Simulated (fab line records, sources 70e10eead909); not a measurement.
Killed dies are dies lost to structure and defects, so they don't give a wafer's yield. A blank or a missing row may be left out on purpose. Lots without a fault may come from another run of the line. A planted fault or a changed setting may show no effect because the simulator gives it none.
Tool commonality check | flow nand_harc | 13 lots, 45 wafers sampled

WHY IT WAS OPENED
At NHARC_A_ONON_D2_THK_MEAS_14 the reading thk_nm is flagged on 2 of 13 lots. Wafers without a fault read 998 nm, standard deviation 9.2.
Rule: a lot is flagged when every wafer of it that has a number lies more than 4 standard deviations from that mean, or none has a number. The other lots count as sound.

lot  | measured     | on            | thk_nm (nm), wafer by wafer   | flag
L117 | day 12 14:46 | film_metro-01 | 1008 1009 1007                |
L118 | day 12 21:43 | film_metro-02 | 1011 1009 1012                |
L120 | day 13 19:35 | film_metro-01 | 1002 1002 1001                |
L122 | day 14 09:38 | film_metro-01 | 1002 1003 1003                |
L125 | day 15 20:17 | film_metro-02 | 996 998 995                   |
L124 | day 15 20:20 | film_metro-01 | 994 995 995                   |
L126 | day 16 06:12 | film_metro-02 | 1012 1011 1012                |
L129 | day 17 09:10 | film_metro-01 | 1009 1011 1011                |
L134 | day 19 13:21 | film_metro-01 | 1515 1516 1515 1514 1515 1514 | FLAGGED
L135 | day 20 01:54 | film_metro-01 | 1482 1485 1482 1482 1483 1483 | FLAGGED
L140 | day 21 11:43 | film_metro-01 | 1005 1005 1007                |
L139 | day 21 11:55 | film_metro-01 | 981 980 979                   |
L138 | day 21 12:05 | film_metro-02 | 994 994 995                   |
The numbers of the flagged lots are 1499 nm on average: +501 nm against the usual, or +54 standard deviations.

WHICH TOOL RAN EACH LOT
The record holds 3 process steps before the reading, out of a route of 1302 steps. In each cell: the tool, then ch and the chambers that the sampled wafers went through, then the start.
lot  | flag    | NHARC_A_DECK1_JOINT_ETCHBACK_07  | NHARC_A_DECK1_JOINT_CMP_02    | NHARC_A_ONON_D2_DEP_12
L117 |         | rie_si-02 ch 0,1,2, day 10 22:20 | cmp-02 ch 0,1,3, day 12 11:14 | pecvd_onon-03 ch 0, day 12 14:19
L118 |         | rie_si-02 ch 0,1,2, day 11 11:58 | cmp-01 ch 1,2,3, day 12 18:11 | pecvd_onon-04 ch 0, day 12 21:13
L120 |         | rie_si-02 ch 0,1,2, day 12 02:56 | cmp-01 ch 0,1,3, day 13 15:57 | pecvd_onon-02 ch 0, day 13 19:04
L122 |         | rie_si-03 ch 0,1,3, day 12 16:40 | cmp-02 ch 0,1,3, day 14 06:07 | pecvd_onon-02 ch 0, day 14 09:15
L125 |         | rie_si-03 ch 1,3, day 14 06:50   | cmp-02 ch 2,3, day 15 16:45   | pecvd_onon-02 ch 0, day 15 19:47
L124 |         | rie_si-02 ch 1,2,3, day 14 06:49 | cmp-03 ch 0,1,2, day 15 16:48 | pecvd_onon-04 ch 0, day 15 19:50
L126 |         | rie_si-02 ch 0,1,2, day 14 15:36 | cmp-01 ch 0,1,2, day 16 02:40 | pecvd_onon-04 ch 0, day 16 05:45
L129 |         | rie_si-05 ch 0,1,2, day 15 18:32 | cmp-01 ch 0,1,2, day 17 05:37 | pecvd_onon-03 ch 0, day 17 08:39
L134 | FLAGGED | rie_si-05 ch 1,3, day 18 00:29   | cmp-03 ch 1,2, day 19 09:48   | pecvd_onon-02 ch 0, day 19 12:50
L135 | FLAGGED | rie_si-05 ch 0,2, day 18 07:49   | cmp-03 ch 0,1,2, day 19 22:14 | pecvd_onon-02 ch 0, day 20 01:26
L140 |         | rie_si-05 ch 0,2,3, day 20 01:23 | cmp-02 ch 0,1,2, day 21 08:12 | pecvd_onon-04 ch 0, day 21 11:16
L139 |         | rie_si-03 ch 0,1,2, day 20 01:24 | cmp-01 ch 0,2,3, day 21 08:14 | pecvd_onon-03 ch 0, day 21 11:25
L138 |         | rie_si-05 ch 0,3, day 19 18:47   | cmp-02 ch 0,1,2, day 21 08:20 | pecvd_onon-04 ch 0, day 21 11:34
What these steps do:
- NHARC_A_DECK1_JOINT_ETCHBACK_07: etches the open film in HBr, target depth 105 nm, time 26.9 s.
- NHARC_A_DECK1_JOINT_CMP_02: polishes SiOx.
- NHARC_A_ONON_D2_DEP_12: target thk 1000 nm.
- NHARC_A_ONON_D2_THK_MEAS_14: measures by ellipsometry.

FLAGGED OVER TOTAL, TOOL BY TOOL (the gauges that took the reading come last)
step                            | tool          | lots run | flagged | share of the flagged lots | sound lots run after its first flagged lot
NHARC_A_DECK1_JOINT_ETCHBACK_07 | rie_si-02     | 5        | 0       | none                      | -
NHARC_A_DECK1_JOINT_ETCHBACK_07 | rie_si-03     | 3        | 0       | none                      | -
NHARC_A_DECK1_JOINT_ETCHBACK_07 | rie_si-05     | 5        | 2       | all                       | 2 (L138,L140)
NHARC_A_DECK1_JOINT_CMP_02      | cmp-01        | 5        | 0       | none                      | -
NHARC_A_DECK1_JOINT_CMP_02      | cmp-02        | 5        | 0       | none                      | -
NHARC_A_DECK1_JOINT_CMP_02      | cmp-03        | 3        | 2       | all                       | 0
NHARC_A_ONON_D2_DEP_12          | pecvd_onon-02 | 5        | 2       | all                       | 0
NHARC_A_ONON_D2_DEP_12          | pecvd_onon-03 | 3        | 0       | none                      | -
NHARC_A_ONON_D2_DEP_12          | pecvd_onon-04 | 5        | 0       | none                      | -
NHARC_A_ONON_D2_THK_MEAS_14     | film_metro-01 | 9        | 2       | all                       | 2 (L140,L139)
NHARC_A_ONON_D2_THK_MEAS_14     | film_metro-02 | 4        | 0       | none                      | -

WHAT THE TABLE ALLOWS
4 rows of the table ran every flagged lot: rie_si-05 at NHARC_A_DECK1_JOINT_ETCHBACK_07, cmp-03 at NHARC_A_DECK1_JOINT_CMP_02, pecvd_onon-02 at NHARC_A_ONON_D2_DEP_12, film_metro-01 at NHARC_A_ONON_D2_THK_MEAS_14.
- rie_si-05 at NHARC_A_DECK1_JOINT_ETCHBACK_07: 2 of its 5 lots flagged. Sound lots ran on it after the first flagged one (L138, L140), which a lasting fault on the whole tool wouldn't allow.
- cmp-03 at NHARC_A_DECK1_JOINT_CMP_02: 2 of its 3 lots flagged. Its last sound lot is L124 (day 15 16:48), its first flagged lot L134 (day 19 09:48): a fault that began between those two fits.
- pecvd_onon-02 at NHARC_A_ONON_D2_DEP_12: 2 of its 5 lots flagged. Its last sound lot is L125 (day 15 19:47), its first flagged lot L134 (day 19 12:50): a fault that began between those two fits.
- film_metro-01 at NHARC_A_ONON_D2_THK_MEAS_14: 2 of its 9 lots flagged. Sound lots ran on it after the first flagged one (L140, L139), which a lasting fault on the whole tool wouldn't allow.
Counting lots can't tell these 2 tools apart, because each fits a fault that began at some hour. More lots, or a look at what each step does to the wafer, might.

WHAT THE SIMULATOR HAD PUT IN
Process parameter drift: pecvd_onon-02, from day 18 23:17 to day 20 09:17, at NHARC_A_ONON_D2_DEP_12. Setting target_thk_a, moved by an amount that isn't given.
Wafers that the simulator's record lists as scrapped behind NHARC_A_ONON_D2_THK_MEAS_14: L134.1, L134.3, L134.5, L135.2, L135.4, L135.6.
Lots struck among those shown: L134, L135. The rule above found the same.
